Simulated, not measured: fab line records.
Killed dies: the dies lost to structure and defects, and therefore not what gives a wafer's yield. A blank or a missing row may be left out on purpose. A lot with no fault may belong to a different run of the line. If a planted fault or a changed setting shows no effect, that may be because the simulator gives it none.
The tool behind it: which one? -- flow n5_finfet -- Sampling: 7 lots, 19 wafers, 7 of 1938 route steps

WHAT EACH GAUGE READ, for each wafer
N5_BEOL_M4_RC_MEAS_101. Usual: DIBL_N 35.8 mV/V, standard deviation 1.6; DIBL_P 35.6 mV/V, standard deviation 2; IOFF_N 0.15 nA/um, standard deviation 0.031; IOFF_P 0.20 nA/um, standard deviation 0.033; ION_N 668 uA/um, standard deviation 12; ION_P 459 uA/um, standard deviation 6.8; SS_N 71.4 mV/dec, standard deviation 0.53; SS_P 73.1 mV/dec, standard deviation 0.63; VT_N 250 mV, standard deviation 3.5; VT_P -251 mV, standard deviation 3.
lot,measured,on,DIBL_N (mV/V),DIBL_P (mV/V),IOFF_N (nA/um),IOFF_P (nA/um),ION_N (uA/um),ION_P (uA/um),SS_N (mV/dec),SS_P (mV/dec),VT_N (mV),VT_P (mV),flag
L517,day 13 18:17,prober-01,34.5 35.5 36.9,34.8 36.2 37.5,0.12 0.15 0.17,0.19 0.21 0.24,645 676 672,443 459 464,70.6 71.5 71.9,73.0 72.9 73.6,255 250 248,-254 -250 -250,
L524,day 17 06:56,prober-01,36.9 35.9 35.8,37.6 36.5 36.0,0.16 0.14 0.15,0.21 0.19 0.19,680 666 677,470 454 464,71.3 71.4 71.4,73.9 73.9 73.5,251 252 252,-251 -253 -252,
L530,day 18 02:06,prober-01,38.2 35.0,41.1 37.0,0.21 0.15,0.22 0.16,674 668,452 454,72.9 71.6,74.2 73.7,247 251,-255 -255,
L531,day 18 06:29,prober-01,35.5 36.5 35.1,34.4 37.1 34.5,0.15 0.18 0.15,0.20 0.24 0.20,656 687 648,453 463 450,71.4 71.7 71.2,73.3 74.2 73.0,251 249 253,-250 -249 -252,
L534,day 19 03:45,prober-02,34.3 39.0,35.4 40.7,0.14 0.25,0.18 0.27,674 691,463 467,70.5 72.0,72.9 73.1,250 243,-254 -249,
L537,day 19 04:35,prober-01,37.5 35.8 38.9,36.4 35.5 38.6,0.16 0.14 0.19,0.21 0.20 0.24,662 659 670,455 462 460,71.3 70.8 71.8,73.1 73.3 73.6,249 252 248,-249 -251 -247,
L538,day 20 05:26,prober-02,35.9 35.6 33.5,35.3 34.6 32.1,0.15 0.13 0.10,0.19 0.19 0.15,686 659 648,472 458 450,71.0 71.7 71.4,72.7 72.8 72.0,247 251 256,-250 -251 -255,

N5_BEOL_M12_CD_MEAS_28: target cd 160.2 nm. Usual: cd_nm 160.6 nm, standard deviation 1.5.
lot,measured,on,cd_nm (nm),flag
L517,day 16 07:25,cd_sem-02,162.3 162.4 162.7,
L524,day 20 13:42,cd_sem-01,160.2 161.8 162.6,
L530,day 21 01:16,cd_sem-03,159.9 181.5,OFF
L531,day 21 06:22,cd_sem-02,161.3 180.0 160.6,OFF
L534,day 21 22:38,cd_sem-02,161.1 178.4,OFF
L537,day 22 00:58,cd_sem-03,162.7 162.3 160.0,
L538,day 23 04:05,cd_sem-02,156.5 158.7 158.2,

N5_BEOL_M15_RC_MEAS_101. Usual: COMB_M10 1.39e-11 S/m, standard deviation 2.9e-12; COMB_M11 1.31e-11 S/m, standard deviation 2.5e-12; COMB_M12 5.2e-12 S/m, standard deviation 1.3e-12; COMB_M13 4e-12 S/m, standard deviation 1.1e-12; COMB_M14 2.7e-12 S/m, standard deviation 8.4e-13; COMB_M15 1.7e-12 S/m, standard deviation 7.3e-13; COMB_M5 3.5e-11 S/m, standard deviation 8e-12; COMB_M5_max_site 5.1e-11 S/m, standard deviation 1.2e-11; COMB_M6 2.4e-11 S/m, standard deviation 5.1e-12; COMB_M7 2.5e-11 S/m, standard deviation 5e-12; COMB_M8 2.5e-11 S/m, standard deviation 5.1e-12; COMB_M8_max_site 3.5e-11 S/m, standard deviation 7.7e-12; COMB_M9 1.5e-11 S/m, standard deviation 3.2e-12; SERP_M10 3.08 ohm/um, standard deviation 0.098; SERP_M11 3.12 ohm/um, standard deviation 0.081; SERP_M12 0.636 ohm/um, standard deviation 0.022; SERP_M12_max_site 0.649 ohm/um, standard deviation 0.022; SERP_M13 0.311 ohm/um, standard deviation 0.0058; SERP_M14 0.161 ohm/um, standard deviation 0.0063; SERP_M5 39.3 ohm/um, standard deviation 1.6; SERP_M6 13.7 ohm/um, standard deviation 0.73; SERP_M7 14.0 ohm/um, standard deviation 0.52; SERP_M8 14.0 ohm/um, standard deviation 0.68; SERP_M9 3.12 ohm/um, standard deviation 0.09.
lot,measured,on,COMB_M10 (S/m),COMB_M11 (S/m),COMB_M12 (S/m),COMB_M13 (S/m),COMB_M14 (S/m),COMB_M15 (S/m),COMB_M5 (S/m),COMB_M5_max_site (S/m),COMB_M6 (S/m),COMB_M7 (S/m),COMB_M8 (S/m),COMB_M8_max_site (S/m),COMB_M9 (S/m),SERP_M10 (ohm/um),SERP_M11 (ohm/um),SERP_M12 (ohm/um),SERP_M12_max_site (ohm/um),SERP_M13 (ohm/um),SERP_M14 (ohm/um),SERP_M5 (ohm/um),SERP_M6 (ohm/um),SERP_M7 (ohm/um),SERP_M8 (ohm/um),SERP_M9 (ohm/um),flag
L517,day 17 11:32,prober-01,1.24e-11 1.22e-11 1.92e-11,9.4e-12 1.31e-11 1.45e-11,8e-12 6.5e-12 6.6e-12,4.1e-12 4.8e-12 3.7e-12,3.6e-12 3.4e-12 3.1e-12,3.1e-12 2.8e-12 2.6e-12,2.8e-11 4.7e-11 4.1e-11,4.1e-11 5.6e-11 5.9e-11,2.9e-11 2.1e-11 3.3e-11,2.9e-11 3.1e-11 2.5e-11,3e-11 2.9e-11 2.9e-11,3.9e-11 3.6e-11 4.8e-11,1.7e-11 1.8e-11 1.5e-11,3.05 2.93 3.18,3.14 3.09 3.14,0.614 0.621 0.615,0.625 0.641 0.635,0.313 0.312 0.309,0.152 0.167 0.166,41.1 39.8 40.1,13.1 14.8 13.7,14.1 14.0 14.1,13.3 14.5 15.1,3.14 3.00 3.17,
L524,day 21 15:22,prober-02,1.26e-11 1.3e-11 1.65e-11,1.28e-11 1.25e-11 1.81e-11,6.1e-12 4.3e-12 4e-12,2.5e-12 3.9e-12 2.1e-12,2.1e-12 2.5e-12 9e-13,1e-12 1.1e-12 2e-12,4.7e-11 3.9e-11 3.1e-11,8.3e-11 5.2e-11 5.6e-11,1.9e-11 1.8e-11 1.7e-11,2.1e-11 2.6e-11 2.3e-11,2.8e-11 3.2e-11 2.4e-11,3.1e-11 3.9e-11 4e-11,1.5e-11 1.1e-11 1.2e-11,3.19 3.11 3.19,3.06 3.23 3.03,0.652 0.646 0.633,0.664 0.665 0.647,0.315 0.314 0.315,0.152 0.158 0.155,40.0 41.4 41.6,13.7 14.2 12.9,14.1 13.8 13.9,13.9 15.0 12.5,3.24 3.01 3.13,
L530,day 22 15:01,prober-02,1.93e-11 1.55e-11,1.52e-11 1.37e-11,5.5e-12 7.2e-12,2.6e-12 3.2e-12,3e-12 3.9e-12,1.2e-12 2.5e-12,3e-11 3e-11,3.5e-11 3.8e-11,2.1e-11 2.8e-11,1.9e-11 2.3e-11,1.9e-11 2.1e-11,2.4e-11 3.8e-11,1.6e-11 1.2e-11,2.99 3.05,3.13 3.28,0.679 0.511,0.689 0.515,0.313 0.312,0.159 0.155,38.1 41.6,14.0 12.4,13.1 13.2,15.1 14.5,3.03 3.00,
L531,day 22 15:28,prober-01,1.1e-11 1.58e-11 9.5e-12,1.54e-11 1.19e-11 1.61e-11,3.2e-12 5.3e-12 4e-12,5.7e-12 3.7e-12 4.4e-12,3.2e-12 3.7e-12 3.8e-12,2.2e-12 1.7e-12 2.1e-12,3.2e-11 3.3e-11 2.8e-11,4.4e-11 4.9e-11 4e-11,1.9e-11 2.4e-11 2.2e-11,3.2e-11 2.5e-11 2.5e-11,2.3e-11 3.2e-11 2.2e-11,4.2e-11 3.9e-11 4.1e-11,1.1e-11 2.3e-11 1.7e-11,3.11 3.01 3.07,2.98 3.13 3.13,0.619 0.514 0.634,0.641 0.518 0.650,0.315 0.315 0.316,0.162 0.163 0.165,39.0 38.8 39.6,13.9 13.8 13.8,13.6 13.9 13.8,13.6 14.0 13.8,3.12 3.12 3.07,
L534,day 23 00:36,prober-02,1.25e-11 1.36e-11,1.13e-11 8.3e-12,5.7e-12 5e-12,3.6e-12 2.8e-12,2.3e-12 2.2e-12,6e-13 1.8e-12,3.4e-11 2.5e-11,4.9e-11 4.2e-11,1.7e-11 2e-11,3.6e-11 3.1e-11,3.5e-11 2.4e-11,4.4e-11 3.7e-11,1.3e-11 9e-12,3.09 3.12,3.09 2.99,0.630 0.528,0.638 0.535,0.313 0.307,0.174 0.156,38.0 41.0,12.9 12.9,13.6 14.9,13.0 13.7,3.10 3.06,
L537,day 23 08:41,prober-02,1.11e-11 9.6e-12 1.52e-11,1.26e-11 1.14e-11 1.02e-11,2.3e-12 5.8e-12 4.8e-12,2.8e-12 2.7e-12 1.9e-12,1.9e-12 2.2e-12 2e-12,7e-13 8e-13 2e-13,2.4e-11 4.3e-11 2.4e-11,2.7e-11 7.1e-11 6.1e-11,1.9e-11 2.2e-11 2.7e-11,3.1e-11 1.9e-11 1.6e-11,1.8e-11 2.5e-11 2e-11,2.6e-11 4e-11 2.8e-11,2.3e-11 1.1e-11 1.3e-11,3.06 3.05 3.09,3.12 3.15 3.27,0.616 0.622 0.651,0.630 0.637 0.659,0.302 0.311 0.307,0.160 0.161 0.154,39.8 37.5 41.6,14.0 14.0 15.0,15.2 14.5 14.4,13.9 13.9 14.8,3.12 3.14 3.07,
L538,day 24 08:31,prober-01,2.13e-11 1.41e-11 1.98e-11,1.58e-11 1.28e-11 1.53e-11,4.2e-12 5.9e-12 6.3e-12,5.8e-12 3.9e-12 5.6e-12,3.4e-12 3e-12 2.8e-12,3.2e-12 1.9e-12 3.1e-12,4.3e-11 4.4e-11 4.8e-11,6.4e-11 5e-11 6.4e-11,1.5e-11 1.9e-11 2.2e-11,1.7e-11 3.3e-11 2e-11,2.4e-11 2e-11 2.1e-11,3.1e-11 3.2e-11 3.1e-11,1.2e-11 1.8e-11 2.1e-11,3.01 3.06 3.12,3.08 3.22 3.20,0.689 0.674 0.646,0.714 0.684 0.661,0.315 0.304 0.311,0.173 0.168 0.168,40.9 38.5 37.8,13.6 13.3 13.7,13.8 13.7 14.1,13.8 13.4 14.5,3.24 3.24 3.17,

WHAT TOOL EACH LOT RAN ON (gives the tool, then ch and the chambers of the sampled wafers, and finally the start)
lot,N5_BEOL_M12_EXPOSE_25,N5_BEOL_M12_DESCUM_33,N5_BEOL_M12_ETCH_68,N5_BEOL_M12_TRENCH_ETCH_34
L517,"krf_scanner-02 ch 0, day 16 07:14","rie_diel-06 ch 0,2, day 16 07:30","rie_diel-06 ch 0,2, day 16 07:41","rie_diel-06 ch 0,2, day 16 07:52"
L524,"krf_scanner-02 ch 0, day 20 13:32","rie_diel-02 ch 0,1, day 20 13:47","rie_diel-02 ch 0,1, day 20 13:58","rie_diel-02 ch 0,1, day 20 14:09"
L530,"krf_scanner-02 ch 0, day 21 01:05","rie_diel-06 ch 1,3, day 21 01:29","rie_diel-06 ch 1,3, day 21 01:41","rie_diel-06 ch 1,3, day 21 01:52"
L531,"krf_scanner-02 ch 0, day 21 06:12","rie_diel-03 ch 1,2,3, day 21 06:27","rie_diel-03 ch 1,2,3, day 21 06:38","rie_diel-03 ch 1,2,3, day 21 06:49"
L534,"krf_scanner-02 ch 0, day 21 22:28","rie_diel-06 ch 1, day 21 22:48","rie_diel-06 ch 1, day 21 22:59","rie_diel-06 ch 1, day 21 23:10"
L537,"krf_scanner-01 ch 0, day 22 00:48","rie_diel-02 ch 2,3, day 22 01:14","rie_diel-02 ch 2,3, day 22 01:25","rie_diel-02 ch 2,3, day 22 01:36"
L538,"krf_scanner-01 ch 0, day 23 03:55","rie_diel-02 ch 0,1,2, day 23 04:10","rie_diel-02 ch 0,1,2, day 23 04:21","rie_diel-02 ch 0,1,2, day 23 04:32"
- N5_BEOL_M12_EXPOSE_25: exposes mask M12.
- N5_BEOL_M12_DESCUM_33: chemistry O2, time 7.9 s.
- N5_BEOL_M12_ETCH_68: etches SOC in N2/H2, time 285 s.
- N5_BEOL_M12_TRENCH_ETCH_34: etches SiOC in C4F8/O2/Ar, target depth 318.95 nm, time 125.5 s.

AS READ BY THE TOOLS THEMSELVES (means over the sampled wafers that have a number; for cases with no such wafer, the mark the record gives instead)
N5_BEOL_M12_DESCUM_33. Usual: drypump_motor_current_A 5.8 A, standard deviation 0.45; oes_product_au 0.81 a.u., standard deviation 0.071; rf_vpp_V 243.3 V, standard deviation 1.5; showerhead_plenum_p_Torr 2.12 Torr, standard deviation 0.077; throttle_valve_pct 20.46 %, standard deviation 0.23.
lot,tool,drypump_motor_current_A (A),oes_product_au (a.u.),rf_vpp_V (V),showerhead_plenum_p_Torr (Torr),throttle_valve_pct (%),flag
L517,rie_diel-06,5.1,0.75,243.5,2.09,20.73,
L524,rie_diel-02,6.4,0.74,243.3,2.13,20.57,
L530,rie_diel-06,6.0,0.75,242.2,1.96,20.62,
L531,rie_diel-03,5.8,0.88,244.7,2.19,20.14,
L534,rie_diel-06,6.1,0.81,242.3,2.02,20.59,
L537,rie_diel-02,5.6,0.79,243.2,2.12,20.70,
L538,rie_diel-02,6.1,0.73,243.5,2.13,20.62,

N5_BEOL_M12_ETCH_68. Usual: drypump_motor_current_A 5.8 A, standard deviation 0.46; oes_product_au 0.81 a.u., standard deviation 0.071; rf_vpp_V 524.4 V, standard deviation 2.7; showerhead_plenum_p_Torr 2.56 Torr, standard deviation 0.093; throttle_valve_pct 17.74 %, standard deviation 0.2.
lot,tool,drypump_motor_current_A (A),oes_product_au (a.u.),rf_vpp_V (V),showerhead_plenum_p_Torr (Torr),throttle_valve_pct (%),flag
L517,rie_diel-06,5.1,0.75,523.4,2.52,18.01,
L524,rie_diel-02,6.4,0.74,525.2,2.59,17.79,
L530,rie_diel-06,6.0,0.75,519.3,2.38,17.99,
L531,rie_diel-03,5.8,0.89,527.7,2.66,17.44,
L534,rie_diel-06,6.1,0.81,522.2,2.46,17.96,
L537,rie_diel-02,5.5,0.79,523.8,2.55,17.90,
L538,rie_diel-02,6.2,0.74,525.2,2.58,17.84,

N5_BEOL_M12_TRENCH_ETCH_34. Usual: drypump_motor_current_A 5.8 A, standard deviation 0.46; oes_product_au 0.81 a.u., standard deviation 0.071; rf_vpp_V 666 V, standard deviation 3.4; showerhead_plenum_p_Torr 3.44 Torr, standard deviation 0.11; throttle_valve_pct 24.18 %, standard deviation 0.23.
lot,tool,drypump_motor_current_A (A),oes_product_au (a.u.),rf_vpp_V (V),showerhead_plenum_p_Torr (Torr),throttle_valve_pct (%),flag
L517,rie_diel-06,5.1,0.74,665,3.39,24.41,
L524,rie_diel-02,6.4,0.74,667,3.46,24.23,
L530,rie_diel-06,6.0,0.75,660,3.23,24.45,
L531,rie_diel-03,5.8,0.87,669,3.57,23.90,
L534,rie_diel-06,6.1,0.81,662,3.30,24.34,
L537,rie_diel-02,5.6,0.78,667,3.43,24.37,
L538,rie_diel-02,6.1,0.74,666,3.45,24.26,

THE ANSWER, worked out from the rows above alone
Rule: take the mean of a lot's wafers that have a number; if it is more than 3 standard deviations from the usual mean, the lot is off. Also off: a lot with no number at a reading for which 4 or more lots have one. All remaining lots with rows at the step are treated as sound. Order of review: gauges by route order, followed by the tools' own readings, for which a lot's mean as printed above is used. The first step at which some lot is off is used, and at that step the reading that is off furthest; a lot without a number counts as furthest.
Off: L530, L531, L534, at N5_BEOL_M12_CD_MEAS_28 (cd_nm).
If a tool, at a process step before that reading, ran all the lots that are off and no sound lot after the first of them, it fits. Gauges at N5_BEOL_M12_CD_MEAS_28: tried the same way as those tools. One candidate fits, namely krf_scanner-02 at N5_BEOL_M12_EXPOSE_25. Its last sound lot is L524 (day 20 13:32), its first lot that is off L530 (day 21 01:05): a fault that began between those two fits.

WHAT THE SIMULATOR HAD PUT IN
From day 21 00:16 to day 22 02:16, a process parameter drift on krf_scanner-02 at N5_BEOL_M12_EXPOSE_25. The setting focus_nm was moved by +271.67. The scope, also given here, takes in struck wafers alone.
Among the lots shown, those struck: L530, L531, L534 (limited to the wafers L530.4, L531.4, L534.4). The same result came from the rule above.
